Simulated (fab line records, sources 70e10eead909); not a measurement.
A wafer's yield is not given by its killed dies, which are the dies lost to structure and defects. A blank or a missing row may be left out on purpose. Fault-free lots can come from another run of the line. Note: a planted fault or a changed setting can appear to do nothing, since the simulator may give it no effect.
fab line records	flow nand-harc
record lots=12	wafers=36	last-day=25
route steps=1159 shown A_STAIRCASE@582 END@1159
lots untouched by any fault: they come from a run of this same line in which no faults occurred
start-h: start of the lot's first displayed wafer, in hours after the record's first day	wait-h: hours elapsed since this lot's preceding step	" repeats the value in the row above	L1.1+2: a row that stands for several wafers	- no value, or no start given	* or withheld: withheld	< > ~ a bound
route shown NAME@n: names a module that has steps shown in the file, with the first one's number in the route	usual: the fault-free wafers' mean and standard deviation	same: alike in all rows	chamber/n: place in a boat	sites: each site's reading	_std_site: their standard deviation	_edge_site: inner sites' mean taken away from outer sites' mean	radius-mm: how far each site lies from the wafer's centre	mask NAME#n: copy n	behind: the most recent tool/chamber to have shaped the wafer	hold: the reason the lot was held/the length of the hold in hours/how it ended	device: which transistor (n, p or np) failed to switch	end of line: the route-end tests of the same wafers	a step with no rows: only its recipe	killed: dies that structure and defects cost at the first sort, which is not the same as the wafer's yield	map: a wafer's dies, x killed, . not, _ none there
set.NAME: the setting that was run; set.NAME@STEP: the one run at that earlier step	model.NAME: the simulator's own value behind a step, which no gauge read
the route's steps for a sample of lots (tables are steps, rows are wafers)
services: the hour from which a tool's chamber was out of use, counted from the record's first day as start-h (under 0 if before that day), plus the number of hours and why
## steps
# step NHARC_A_STAIRCASE_ETCH_188
# recipe target-depth-a=1000	time-s=40.5	ion-energy-ev=400	c4f8-flow-sccm=20	o2-flow-sccm=10	ar-flow-sccm=withheld	rf-w=600	bias-w=1000	chemistry=C4F8/O2
# usual oes-product-au=0.943/0.015	rf-fwd-power-W=592.6/2.1	rf-vpp-V=894/4.3	run-length-s=61.8/0.51
lot.wafer	tool	chamber	start-h	wait-h	oes-product-au	rf-fwd-power-W	rf-hours-counter-h	rf-vpp-V	run-length-s
L262.1	rie-diel-04	3	-	-	0.932	594.3	46	891	61.1
L262.2	"	1	"	"	0.922	591.9	52	896	61.7
L262.5	"	0	"	"	0.907	598.0	-	895	62.1
L261.4	rie-diel-01	2	-	-	0.941	592.2	48	892	61.5
L261.3	"	3	"	"	0.928	592.0	43	898	61.2
L261.6	"	0	"	"	0.945	592.0	-	888	61.6
L263.3	rie-diel-04	3	-	-	0.938	596.4	50	891	61.3
L263.4	"	0	"	"	0.924	592.9	52	895	61.8
L263.5	"	0	"	"	0.925	594.7	-	897	61.5
L264.4	rie-diel-02	1	-	-	0.974	590.1	40	898	60.9
L264.5	"	3	"	"	0.928	593.5	-	896	62.0
L264.6	"	0	"	"	0.954	591.3	-	893	61.8
L265.2	rie-diel-02	1	-	-	0.943	589.0	45	898	61.4
L265.1	"	2	"	"	0.925	592.4	48	888	62.6
L265.4	"	1	"	"	0.930	591.1	-	898	61.2
L267.4	rie-diel-04	0	-	-	0.931	592.7	2	896	61.7
L267.1	"	1	"	"	0.944	593.8	3	896	61.5
L267.5	"	3	"	"	0.922	593.8	-	890	61.1
L268.1	rie-diel-01	2	-	-	0.933	591.9	66	893	61.5
L268.4	"	0	"	"	0.985	587.9	59	889	61.7
L268.2	"	1	"	"	0.952	593.5	59	887	61.6
L272.1	rie-diel-01	3	-	-	0.947	591.1	1	897	61.8
L272.3	"	0	"	"	0.967	594.2	1	887	61.7
L272.4	"	1	"	"	0.958	590.7	1	906	61.4
L277.2	rie-diel-04	1	-	-	0.948	590.1	19	896	61.8
L277.3	"	2	"	"	0.952	590.9	20	895	62.8
L277.4	"	0	"	"	0.941	595.2	21	895	61.8
L278.1	rie-diel-02	0	-	-	0.957	595.3	10	894	61.4
L278.2	"	1	"	"	0.959	590.6	10	899	61.1
L278.4	"	1	"	"	0.963	590.6	-	898	60.9
L280.1	rie-diel-04	0	-	-	0.947	595.1	30	894	61.7
L280.6	"	2	"	"	0.935	591.2	-	893	62.7
L280.4	"	1	"	"	0.945	591.1	-	896	61.4
L279.1	rie-diel-04	2	-	-	0.948	592.9	31	896	62.7
L279.3	"	3	"	"	0.940	595.0	27	890	61.6
L279.5	"	2	"	"	0.966	592.3	-	893	62.5
# step NHARC_A_STAIRCASE_ETCH_190
# recipe target-depth-a=1000	time-s=40.5	ion-energy-ev=400	c4f8-flow-sccm=20	o2-flow-sccm=10	ar-flow-sccm=withheld	rf-w=600	bias-w=1000	chemistry=C4F8/O2
# usual oes-product-au=0.943/0.012	rf-fwd-power-W=592.6/2.2	rf-vpp-V=894/4	run-length-s=61.8/0.54
lot.wafer	tool	chamber	start-h	wait-h	oes-product-au	rf-fwd-power-W	rf-hours-counter-h	rf-vpp-V	run-length-s
L262.2	rie-diel-04	3	262.67	-	0.937	592.0	46	892	61.0
L262.1	"	1	"	"	0.928	591.0	53	895	61.3
L262.5	"	3	"	"	0.952	594.6	-	891	61.3
L261.4	rie-diel-01	0	263.94	-	0.941	591.8	41	889	61.8
L261.3	"	3	"	"	0.941	589.4	44	897	61.7
L261.6	"	1	"	"	0.936	591.6	-	886	61.6
L264.4	rie-diel-02	2	269.85	-	0.951	594.0	43	886	62.6
L264.5	"	3	"	"	0.943	593.2	-	895	61.8
L264.6	"	0	"	"	0.959	593.3	-	893	61.5
L263.3	rie-diel-04	2	269.86	-	0.956	591.8	56	895	62.4
L263.4	"	3	"	"	0.939	592.4	50	891	61.2
L263.5	"	1	"	"	0.931	598.8	-	896	61.5
L265.2	rie-diel-02	3	287.46	-	0.920	591.5	44	897	61.8
L265.4	"	0	"	"	0.945	588.2	44	894	61.7
L265.1	"	1	"	"	0.962	591.7	45	897	61.0
L267.4	rie-diel-04	1	306.36	-	0.950	593.3	3	896	61.4
L267.1	"	0	"	"	0.942	592.7	2	895	61.6
L267.5	"	2	"	"	0.937	593.5	-	895	62.7
L268.4	rie-diel-01	2	309.21	-	0.932	590.2	66	892	61.7
L268.1	"	0	"	"	0.960	589.9	59	887	61.6
L268.2	"	1	"	"	0.936	591.8	59	886	61.4
L272.4	rie-diel-01	2	328.16	-	0.953	591.1	1	893	61.5
L272.3	"	0	"	"	0.959	590.5	1	888	72.3
L272.1	"	1	"	"	0.950	593.8	1	905	61.4
L277.2	rie-diel-04	1	347.24	-	0.935	593.3	20	897	61.4
L277.4	"	2	"	"	0.922	593.0	20	893	62.7
L277.3	"	3	"	"	0.916	590.9	20	889	61.4
L278.2	rie-diel-02	0	364.33	-	0.952	590.5	10	893	61.7
L278.1	"	1	"	"	0.956	589.3	10	899	60.9
L278.4	"	2	"	"	0.959	593.5	-	905	62.7
L280.1	rie-diel-04	0	369.30	-	0.937	596.2	30	896	62.2
L280.4	"	0	"	"	0.940	594.8	-	895	61.5
L280.6	"	1	"	"	0.946	594.6	-	896	61.6
L279.3	rie-diel-04	2	376.97	-	0.944	590.6	31	894	62.5
L279.1	"	0	"	"	0.938	594.5	33	895	61.7
L279.5	"	2	"	"	0.942	591.2	-	893	62.8
# step NHARC_A_STAIRCASE_TRIM_191
# recipe time-s=211.2	o2-flow-sccm=500	ar-flow-sccm=0	bias-w=0	chemistry=O2
# usual drypump-motor-current-A=5.5/0.4	oes-product-au=1.005/0.0088	rf-vpp-V=57.8/0.79	showerhead-plenum-p-Torr=3.49/0.11	throttle-valve-pct=17.036/0.0077
lot.wafer	tool	chamber	start-h	wait-h	drypump-motor-current-A	oes-product-au	rf-hours-counter-h	rf-vpp-V	showerhead-plenum-p-Torr	throttle-valve-pct
L262.1	rie-diel-04	1	-	-	4.9	1.011	53	57.4	3.54	17.042
L262.2	"	2	"	"	5.9	1.012	53	58.1	3.49	17.029
L262.5	"	2	"	"	5.9	1.013	-	58.4	3.49	17.031
L261.3	rie-diel-01	2	-	-	6.3	1.010	48	57.9	3.43	17.041
L261.4	"	3	"	"	5.4	1.007	44	58.9	3.57	17.032
L261.6	"	1	"	"	4.8	1.011	-	58.6	3.29	17.048
L264.4	rie-diel-02	0	-	-	5.9	1.000	39	57.7	3.48	17.028
L264.6	"	0	"	"	6.0	0.989	-	57.2	3.48	17.032
L264.5	"	1	"	"	5.5	1.015	-	57.3	3.59	17.043
L263.4	rie-diel-04	3	-	-	5.2	1.010	51	58.0	3.38	17.031
L263.3	"	1	"	"	5.0	1.002	56	56.3	3.53	17.042
L263.5	"	2	"	"	5.9	1.018	-	58.0	3.49	17.027
L265.4	rie-diel-02	0	-	-	6.0	1.008	44	58.3	3.48	17.042
L265.2	"	2	"	"	5.2	1.017	48	56.7	3.28	17.030
L265.1	"	3	"	"	5.4	1.003	44	58.2	3.53	17.044
L267.4	rie-diel-04	0	-	-	5.6	0.993	2	58.6	3.52	17.031
L267.1	"	1	"	"	4.9	1.011	3	57.5	3.53	17.043
L267.5	"	3	"	"	5.3	1.001	-	56.5	3.38	17.036
L268.1	rie-diel-01	2	-	-	6.2	0.993	66	58.7	3.42	17.033
L268.4	"	0	"	"	5.9	1.012	59	58.4	3.30	17.034
L268.2	"	1	"	"	4.8	1.010	59	57.3	3.28	17.053
L272.3	rie-diel-01	3	-	-	5.3	1.001	1	57.5	3.56	17.038
L272.1	"	0	"	"	5.9	1.011	1	57.8	3.30	17.033
L272.4	"	1	"	"	4.8	1.005	1	59.6	3.81	17.034
L277.2	rie-diel-04	0	-	-	5.6	1.000	22	57.8	3.51	17.022
L277.3	"	1	"	"	4.9	1.005	20	58.3	3.52	17.029
L277.4	"	2	"	"	5.8	0.991	20	57.7	3.48	17.031
L278.2	rie-diel-02	0	-	-	6.0	1.011	11	56.8	3.47	17.046
L278.1	"	1	"	"	5.5	1.011	10	57.8	3.57	17.037
L278.4	"	0	"	"	6.0	1.008	-	58.1	3.47	17.046
L280.1	rie-diel-04	2	-	-	5.9	0.996	27	57.5	3.47	17.027
L280.6	"	2	"	"	5.9	1.006	-	57.6	3.47	17.043
L280.4	"	1	"	"	4.9	1.013	-	57.5	3.52	17.037
L279.3	rie-diel-04	1	-	-	4.9	1.015	30	59.0	3.51	17.043
L279.1	"	0	"	"	5.6	1.015	33	57.9	3.50	17.037
L279.5	"	1	"	"	5.0	1.014	-	58.4	3.51	17.008
# step NHARC_A_STAIRCASE_TRIM_198
# recipe time-s=211.2	o2-flow-sccm=500	ar-flow-sccm=0	bias-w=0	chemistry=O2
# usual drypump-motor-current-A=5.5/0.42	oes-product-au=1.005/0.0093	rf-vpp-V=57.7/0.87	showerhead-plenum-p-Torr=3.48/0.13	throttle-valve-pct=17.037/0.0093
lot.wafer	tool	chamber	start-h	wait-h	drypump-motor-current-A	oes-product-au	rf-hours-counter-h	rf-vpp-V	showerhead-plenum-p-Torr	throttle-valve-pct
L262.1	rie-diel-04	0	-	-	5.6	0.987	49	57.8	3.53	17.033
L262.2	"	1	"	"	4.9	1.006	53	57.8	3.54	17.049
L262.5	"	0	"	"	5.6	0.995	-	57.7	3.53	17.032
L261.3	rie-diel-02	3	-	-	5.4	1.000	38	57.6	3.54	17.049
L261.4	"	1	"	"	5.5	1.021	37	57.3	3.59	17.033
L261.6	"	3	"	"	5.4	1.002	-	58.1	3.54	17.031
L264.4	rie-diel-04	1	-	-	5.0	0.994	56	57.5	3.53	17.046
L264.6	"	3	"	"	5.3	0.997	-	57.7	3.38	17.054
L264.5	"	0	"	"	5.6	0.980	-	58.1	3.52	17.041
L263.3	rie-diel-01	0	-	-	5.9	1.021	45	57.8	3.31	17.027
L263.4	"	2	"	"	6.2	0.996	52	57.0	3.43	17.017
L263.5	"	0	"	"	5.9	1.021	-	57.0	3.31	17.043
L265.4	rie-diel-02	2	-	-	5.2	1.014	49	57.5	3.28	17.039
L265.1	"	3	"	"	5.4	0.996	45	56.6	3.53	17.032
L265.2	"	0	"	"	6.0	1.010	44	56.7	3.48	17.034
L267.1	rie-diel-01	0	-	-	5.9	1.018	58	54.6	3.30	17.028
L267.4	"	1	"	"	4.8	1.002	59	58.3	3.28	17.052
L267.5	"	0	"	"	5.9	1.006	-	58.2	3.30	17.046
L268.1	rie-diel-02	0	-	-	5.9	1.011	49	57.9	3.48	17.039
L268.4	"	1	"	"	5.5	1.015	51	57.5	3.58	17.024
L268.2	"	2	"	"	5.2	1.023	55	58.0	3.28	17.045
L272.4	rie-diel-04	0	-	-	5.6	0.995	13	59.2	3.51	17.019
L272.1	"	1	"	"	5.0	1.014	12	57.8	3.52	17.056
L272.3	"	2	"	"	5.9	1.002	14	58.2	3.48	17.038
L277.4	rie-diel-01	1	-	-	4.8	1.001	10	58.5	3.80	17.034
L277.2	"	2	"	"	6.2	1.012	11	56.6	3.42	17.051
L277.3	"	3	"	"	5.4	0.993	11	57.0	3.56	17.039
L278.1	rie-diel-02	0	-	-	6.0	1.020	11	59.2	3.47	17.035
L278.2	"	1	"	"	5.5	1.017	10	58.6	3.57	17.038
L278.4	"	1	"	"	5.5	1.019	-	58.0	3.57	17.045
L280.1	rie-diel-04	2	-	-	5.9	1.002	28	58.6	3.47	17.031
L280.4	"	1	"	"	5.0	1.004	-	58.5	3.52	17.027
L280.6	"	0	"	"	5.6	1.002	-	56.7	3.50	17.049
L279.3	rie-diel-04	3	-	-	5.3	0.994	27	58.5	3.36	17.034
L279.1	"	2	"	"	5.9	0.999	32	58.8	3.47	17.055
L279.5	"	0	"	"	5.6	1.010	-	56.6	3.50	17.030
# step NHARC_END_SORT_01
# recipe temp-c=25
# usual killed-at-array=27/11	killed-at-other=0.7/1.1	killed-at-periphery=3.4/2.1	killed-dies=31/12	killed-open=3.6/2	killed-short=2.0/1.3
# same gross-dies=677
lot.wafer	tool	chamber	start-h	wait-h	killed-at-array	killed-at-other	killed-at-periphery	killed-dies	killed-open	killed-short
L262.1	prober-01	0	458.50	2.5	18	1	3	22	2	0
L262.2	prober-01	0	459.31	2.8	33	2	6	41	4	2
L262.5	prober-01	0	461.73	3.7	24	0	7	31	1	0
L263.3	prober-01	0	471.95	3.1	34	1	6	41	4	1
L263.4	prober-01	0	472.76	3.4	35	2	4	41	3	1
L263.5	prober-01	0	473.57	3.7	34	1	2	37	2	2
L264.4	prober-02	0	472.80	3.4	11	0	5	16	0	0
L264.5	prober-02	0	473.61	3.7	14	0	5	19	5	0
L264.6	prober-02	0	474.42	4.1	15	0	1	16	4	0
L261.3	prober-01	0	479.76	3.1	15	2	5	22	6	1
L261.4	prober-01	0	480.56	3.4	22	0	1	23	0	1
L261.6	prober-01	0	482.15	4.0	27	0	4	31	3	1
L265.1	prober-01	0	485.96	2.5	19	0	0	19	3	2
L265.2	prober-01	0	486.76	2.8	24	0	3	27	2	3
L265.4	prober-01	0	488.37	3.4	26	1	5	32	8	0
L267.1	prober-02	0	498.36	2.5	19	0	3	22	4	2
L267.4	prober-02	0	500.75	3.4	19	0	2	21	8	3
L267.5	prober-02	0	501.54	3.7	11	0	3	14	1	3
L268.1	prober-01	0	498.39	2.5	39	1	3	43	1	2
L268.2	prober-01	0	499.19	2.8	36	0	6	42	6	3
L268.4	prober-01	0	500.79	3.4	34	0	1	35	3	2
L272.1	prober-01	0	532.62	2.5	22	0	5	27	3	2
L272.3	prober-01	0	534.22	3.1	336	1	4	341	5	1
L272.4	prober-01	0	535.02	3.4	23	2	5	30	0	3
L277.2	prober-01	0	547.24	2.8	16	0	0	16	1	1
L277.3	prober-01	0	548.04	3.1	15	0	1	16	2	2
L277.4	prober-01	0	548.84	3.4	20	1	5	26	3	2
L278.1	prober-02	0	557.17	2.6	32	0	0	32	2	1
L278.2	prober-02	0	557.99	2.9	42	0	3	45	5	2
L278.4	prober-02	0	559.63	3.5	41	0	1	42	3	1
L280.1	prober-01	0	570.98	2.5	14	0	1	15	2	3
L280.4	prober-01	0	573.46	3.5	20	0	2	22	1	3
L280.6	prober-01	0	575.12	4.1	20	0	3	23	4	3
L279.1	prober-01	0	588.30	2.5	30	4	6	40	4	2
L279.3	prober-01	0	589.91	3.1	26	4	2	32	6	1
L279.5	prober-01	0	591.52	3.7	30	2	2	34	5	1
# killed by level:class
L262.1 A_CHANNEL_HOLE_D1:chamber-film-flake=13 A_SLIT:chamber-film-flake=2 A_CONTACT:chamber-film-flake=2 P_CONTACT:geometric-particle:open=1 P_ZERO_WELL:chamber-film-flake=1 P_M2:chamber-film-flake=1 STARTING-WAFER:geometric-particle:open=1 A_STAIRCASE:chamber-film-flake=1
L262.2 A_CHANNEL_HOLE_D1:chamber-film-flake=20 P_ZERO_WELL:chamber-film-flake=3 A_CONTACT:chamber-film-flake=3 A_STAIRCASE:chamber-film-flake=3 A_SLIT:chamber-film-flake=3 STARTING-WAFER:geometric-particle:open=2 P_CONTACT:geometric-particle:open=1 P_CONTACT:geometric-particle:short=1
L262.5 A_CHANNEL_HOLE_D1:chamber-film-flake=11 A_CONTACT:chamber-film-flake=8 P_ZERO_WELL:chamber-film-flake=5 A_STAIRCASE:chamber-film-flake=2 P_M1:geometric-particle:open=1 P_STI:chamber-film-flake=1 A_ZERO_WELL:chamber-film-flake=1 A_CHANNEL_FILL_D1:chamber-film-flake=1
L263.3 A_CHANNEL_HOLE_D1:chamber-film-flake=17 P_ZERO_WELL:chamber-film-flake=5 A_SLIT:chamber-film-flake=4 A_ZERO_WELL:chamber-film-flake=3 A_BONDPAD:chamber-film-flake=3 A_CONTACT:geometric-particle:open=2 P_CONTACT:geometric-particle:open=1 A_ONON_D1:geometric-particle:short=1
L263.4 A_CHANNEL_HOLE_D1:chamber-film-flake=11 A_SLIT:chamber-film-flake=8 A_ZERO_WELL:chamber-film-flake=4 A_ONON_D1:geometric-particle:open=3 A_STAIRCASE:chamber-film-flake=3 P_ZERO_WELL:chamber-film-flake=3 A_CONTACT:chamber-film-flake=3 A_WL_FILL:chamber-film-flake=2
L264.4 A_STAIRCASE:chamber-film-flake=6 A_BLC:chamber-film-flake=3 P_ZERO_WELL:chamber-film-flake=2 P_STI:chamber-film-flake=2 A_CHANNEL_HOLE_D1:chamber-film-flake=2 P_GATE:chamber-film-flake=1
L263.5 A_CHANNEL_HOLE_D1:chamber-film-flake=18 A_SLIT:chamber-film-flake=4 A_STAIRCASE:chamber-film-flake=2 A_WL_FILL:chamber-film-flake=2 A_BONDPAD:chamber-film-flake=2 A_CHANNEL_HOLE_D1:geometric-particle:short=1 A_SGD_CUT:geometric-particle:open=1 A_CONTACT:geometric-particle:short=1
L264.5 A_STAIRCASE:chamber-film-flake=6 P_M0:geometric-particle:open=2 P_STI:chamber-film-flake=2 A_CHANNEL_HOLE_D1:chamber-film-flake=2 A_WL_FILL:chamber-film-flake=2 P_CONTACT:geometric-particle:open=1 A_WL_FILL:geometric-particle:open=1 A_CONTACT:geometric-particle:open=1
L264.6 A_CHANNEL_HOLE_D1:chamber-film-flake=3 A_STAIRCASE:chamber-film-flake=3 A_ZERO_WELL:chamber-film-flake=2 A_CONTACT:chamber-film-flake=2 A_BLC:chamber-film-flake=2 P_M1:geometric-particle:open=1 A_ONON_D1:geometric-particle:open=1 A_WL_FILL:geometric-particle:open=1
L261.3 A_SLIT:chamber-film-flake=4 A_BLC:chamber-film-flake=4 A_STAIRCASE:chamber-film-flake=3 STARTING-WAFER:geometric-particle:open=2 P_GATE:chamber-film-flake=2 P_STI:geometric-particle:open=1 P_M0:geometric-particle:open=1 A_ONON_D1:geometric-particle:open=1
L261.4 A_SLIT:chamber-film-flake=13 A_BLC:chamber-film-flake=4 A_STAIRCASE:chamber-film-flake=2 A_ONON_D1:geometric-particle:short=1 P_GATE:chamber-film-flake=1 A_ZERO_WELL:chamber-film-flake=1 A_BONDPAD:chamber-film-flake=1
L261.6 A_SLIT:chamber-film-flake=11 A_BONDPAD:chamber-film-flake=6 A_CHANNEL_HOLE_D1:chamber-film-flake=3 A_STAIRCASE:chamber-film-flake=3 P_GATE:chamber-film-flake=2 A_BLC:chamber-film-flake=2 P_GATE:geometric-particle:short=1 P_M0:geometric-particle:open=1
L265.1 A_SLIT:chamber-film-flake=7 A_CHANNEL_FILL_D1:chamber-film-flake=3 A_CONTACT:geometric-particle:open=2 A_STAIRCASE:chamber-film-flake=2 A_CONTACT:chamber-film-flake=2 A_SOURCE_PLATE:geometric-particle:open=1 A_SOURCE_PLATE:geometric-particle:short=1 A_M1:geometric-particle:short=1
L265.2 A_SLIT:chamber-film-flake=7 A_CHANNEL_FILL_D1:chamber-film-flake=5 A_STAIRCASE:chamber-film-flake=4 A_CONTACT:chamber-film-flake=3 P_STI:geometric-particle:short=1 P_M0:geometric-particle:open=1 A_ONON_D1:geometric-particle:short=1 A_SGD_CUT:geometric-particle:open=1
L265.4 A_SLIT:chamber-film-flake=13 A_CONTACT:geometric-particle:open=3 A_SGD_CUT:geometric-particle:open=2 P_GATE:chamber-film-flake=2 A_CHANNEL_FILL_D1:chamber-film-flake=2 A_STAIRCASE:chamber-film-flake=2 P_BONDPAD:geometric-particle:open=1 A_CHANNEL_FILL_D1:geometric-particle:open=1
L267.1 A_STAIRCASE:chamber-film-flake=5 A_CHANNEL_HOLE_D1:chamber-film-flake=4 A_CONTACT:chamber-film-flake=4 P_GATE:chamber-film-flake=2 A_SOURCE_PLATE:geometric-particle:short=1 A_CHANNEL_FILL_D1:geometric-particle:open=1 A_WL_FILL:geometric-particle:open=1 A_CONTACT:geometric-particle:open=1
L268.1 A_CHANNEL_HOLE_D1:chamber-film-flake=21 A_STAIRCASE:chamber-film-flake=6 A_WL_FILL:chamber-film-flake=5 P_ZERO_WELL:chamber-film-flake=3 A_SGD_CUT:chamber-film-flake=2 A_WL_FILL:geometric-particle:short=1 A_WL_FILL:geometric-particle:open=1 A_CONTACT:geometric-particle:short=1
L268.2 A_CHANNEL_HOLE_D1:chamber-film-flake=20 A_STAIRCASE:chamber-film-flake=4 P_M0:chamber-film-flake=3 A_CONTACT:chamber-film-flake=3 A_CONTACT:geometric-particle:open=2 P_M0:geometric-particle:open=1 A_ONON_D1:geometric-particle:open=1 A_ONON_D1:geometric-particle:short=1
L267.4 A_STAIRCASE:chamber-film-flake=7 A_CONTACT:geometric-particle:open=4 P_M0:geometric-particle:open=1 A_ONON_D1:geometric-particle:open=1 A_ONON_D1:geometric-particle:short=1 A_CHANNEL_FILL_D1:geometric-particle:short=1 A_WL_FILL:geometric-particle:short=1 A_WL_FILL:geometric-particle:open=1
L268.4 A_CHANNEL_HOLE_D1:chamber-film-flake=21 A_STAIRCASE:chamber-film-flake=4 A_WL_FILL:chamber-film-flake=3 P_M0:geometric-particle:short=1 A_ONON_D1:geometric-particle:short=1 A_CONTACT:geometric-particle:open=1 A_BLC:geometric-particle:open=1 A_M0:geometric-particle:open=1
L267.5 A_CHANNEL_HOLE_D1:chamber-film-flake=4 P_GATE:chamber-film-flake=2 A_STAIRCASE:chamber-film-flake=2 P_M0:geometric-particle:short=1 A_ONON_D1:geometric-particle:open=1 A_CHANNEL_HOLE_D1:geometric-particle:short=1 A_SGD_CUT:geometric-particle:short=1 A_ZERO_WELL:chamber-film-flake=1
L272.1 A_SLIT:chamber-film-flake=12 A_CHANNEL_HOLE_D1:chamber-film-flake=2 A_STAIRCASE:chamber-film-flake=2 A_CONTACT:chamber-film-flake=2 P_M0:geometric-particle:open=1 A_ONON_D1:geometric-particle:short=1 A_CHANNEL_FILL_D1:geometric-particle:short=1 A_M0:geometric-particle:open=1
L272.3 A_STAIRCASE:area-etch=313 A_SLIT:chamber-film-flake=8 A_CHANNEL_HOLE_D1:chamber-film-flake=5 P_STI:chamber-film-flake=3 A_CONTACT:chamber-film-flake=3 A_STAIRCASE:chamber-film-flake=2 A_ONON_D1:geometric-particle:open=1 A_STAIRCASE:geometric-particle:open=1
L272.4 A_SLIT:chamber-film-flake=15 A_CHANNEL_HOLE_D1:chamber-film-flake=5 P_STI:chamber-film-flake=3 THIN_TSV:chamber-film-flake=2 P_GATE:geometric-particle:short=1 A_SOURCE_PLATE:geometric-particle:short=1 A_SGD_CUT:geometric-particle:short=1 P_M0:chamber-film-flake=1
L277.2 A_SLIT:chamber-film-flake=6 A_CHANNEL_HOLE_D1:chamber-film-flake=4 A_CONTACT:chamber-film-flake=4 A_CHANNEL_FILL_D1:geometric-particle:open=1 A_SGD_CUT:geometric-particle:short=1
L277.3 A_SLIT:chamber-film-flake=5 A_SGD_CUT:chamber-film-flake=3 A_CONTACT:chamber-film-flake=3 P_STI:geometric-particle:short=1 A_WL_FILL:geometric-particle:open=1 A_M0:geometric-particle:open=1 A_M1:geometric-particle:short=1 A_CHANNEL_HOLE_D1:chamber-film-flake=1
L277.4 A_SLIT:chamber-film-flake=9 A_CHANNEL_HOLE_D1:chamber-film-flake=5 P_GATE:chamber-film-flake=2 P_GATE:geometric-particle:open=1 A_CHANNEL_HOLE_D1:geometric-particle:open=1 A_WL_FILL:geometric-particle:short=1 A_M1:geometric-particle:short=1 STARTING-WAFER:geometric-particle:open=1
L278.1 A_CHANNEL_HOLE_D1:chamber-film-flake=19 A_ZERO_WELL:chamber-film-flake=4 A_WL_FILL:chamber-film-flake=2 A_CONTACT:chamber-film-flake=2 A_CHANNEL_FILL_D1:geometric-particle:open=1 A_CONTACT:geometric-particle:short=1 A_CONTACT:geometric-particle:open=1 A_STAIRCASE:chamber-film-flake=1
L278.2 A_CHANNEL_HOLE_D1:chamber-film-flake=27 A_CONTACT:chamber-film-flake=4 A_ZERO_WELL:chamber-film-flake=3 A_SGD_CUT:chamber-film-flake=3 A_CONTACT:geometric-particle:open=2 P_STI:geometric-particle:short=1 P_CONTACT:geometric-particle:open=1 A_CHANNEL_FILL_D1:geometric-particle:short=1
L278.4 A_CHANNEL_HOLE_D1:chamber-film-flake=30 A_CONTACT:chamber-film-flake=4 A_SGD_CUT:chamber-film-flake=2 P_M0:geometric-particle:open=1 A_CHANNEL_FILL_D1:geometric-particle:open=1 A_WL_FILL:geometric-particle:short=1 A_M0:geometric-particle:open=1 A_ZERO_WELL:chamber-film-flake=1
L280.1 A_CHANNEL_HOLE_D1:chamber-film-flake=5 A_CONTACT:chamber-film-flake=2 A_CHANNEL_FILL_D1:geometric-particle:short=2 A_M0:chamber-film-flake=2 P_M0:geometric-particle:open=1 A_CONTACT:geometric-particle:short=1 A_CONTACT:geometric-particle:open=1 A_SLIT:chamber-film-flake=1
L280.4 A_CHANNEL_HOLE_D1:chamber-film-flake=10 A_CONTACT:chamber-film-flake=3 A_SOURCE_PLATE:geometric-particle:short=1 A_CHANNEL_FILL_D1:geometric-particle:short=1 A_WL_FILL:geometric-particle:short=1 A_WL_FILL:geometric-particle:open=1 P_GATE:chamber-film-flake=1 P_CONTACT:chamber-film-flake=1
L280.6 A_CHANNEL_HOLE_D1:chamber-film-flake=6 A_CONTACT:geometric-particle:open=3 P_GATE:chamber-film-flake=3 A_STAIRCASE:chamber-film-flake=3 A_SLIT:chamber-film-flake=2 A_M0:chamber-film-flake=2 A_SOURCE_PLATE:geometric-particle:short=1 A_ONON_D1:geometric-particle:short=1
L279.1 A_SLIT:chamber-film-flake=11 A_CHANNEL_HOLE_D1:chamber-film-flake=10 THIN_TSV:chamber-film-flake=4 P_ZERO_WELL:chamber-film-flake=3 A_CONTACT:geometric-particle:open=2 A_WL_FILL:chamber-film-flake=2 A_CONTACT:chamber-film-flake=2 P_GATE:geometric-particle:short=1
L279.3 A_SLIT:chamber-film-flake=9 A_CHANNEL_HOLE_D1:chamber-film-flake=7 A_CONTACT:chamber-film-flake=3 THIN_TSV:chamber-film-flake=3 P_GATE:geometric-particle:open=1 P_CONTACT:geometric-particle:short=1 A_CHANNEL_HOLE_D1:geometric-particle:open=1 A_CONTACT:geometric-particle:open=1
L279.5 A_SLIT:chamber-film-flake=12 A_CHANNEL_HOLE_D1:chamber-film-flake=11 P_CONTACT:geometric-particle:open=2 THIN_TSV:chamber-film-flake=2 A_CHANNEL_HOLE_D1:geometric-particle:open=1 A_CONTACT:geometric-particle:open=1 A_BLC:geometric-particle:open=1 A_M0:geometric-particle:short=1
## services
tool	chamber	start-h	hours	kind
rie-diel-04	0	243.65	-	clean
rie-diel-04	1	243.65	-	clean
rie-diel-04	2	243.65	-	clean
rie-diel-04	3	243.65	-	clean
rie-diel-04	0	268.18	-	clean
rie-diel-04	1	268.18	-	clean
rie-diel-04	2	268.18	-	clean
rie-diel-04	3	268.18	-	clean
rie-diel-04	-	288.94	9.0	pm
rie-diel-04	0	288.94	9.0	vent-cycle
rie-diel-04	1	288.94	9.0	vent-cycle
rie-diel-04	2	288.94	9.0	vent-cycle
rie-diel-04	3	288.94	9.0	vent-cycle
rie-diel-04	0	297.94	-	clean
rie-diel-04	1	297.94	-	clean
rie-diel-04	1	297.94	-	consumable-replace:focus-ring
rie-diel-04	2	297.94	-	clean
rie-diel-04	3	297.94	-	clean
rie-diel-04	3	308.63	6.8	repair
rie-diel-01	-	315.80	9.0	pm
rie-diel-04	0	322.50	-	clean
rie-diel-02	-	328.71	9.0	pm
rie-diel-02	3	355.31	12.3	repair
rie-diel-04	3	359.07	13.1	repair
## key
first-sign step=NHARC_A_STAIRCASE_ETCH_190	reading=run-length-s	direction=up	sigmas=19	usual=*	struck=*
effect step=NHARC_END_SORT_01	reading=killed-at-array	direction=up	sigmas=27	usual=27	struck=336
more-kills-born-at NHARC_A_STAIRCASE_ETCH_190@rie-diel-01=313
met-at NHARC_A_STAIRCASE_ETCH_190
struck-lots L272
struck-wafers L272.3
tester-left-out L272
not-acting-at NHARC_A_STAIRCASE_ETCH_188,NHARC_A_STAIRCASE_TRIM_191,NHARC_A_STAIRCASE_TRIM_198
onset-between 309.21 328.16
fault kind=process-parameter-drift	tool=rie-diel-01	chamber=0	onset-h=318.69	steps=NHARC_A_STAIRCASE_ETCH_190	channel=time-s	offset=*	shape=step	end-h=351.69	acts-in=*	stated=*
# tester-left-out: of these lots the tester's yield and bins aren't shown, on N5 and GAA mostly nor the transistor test; their killed dies are dies lost to structure and defects alone, not to doping, threshold or leakage, so they don't give the yield
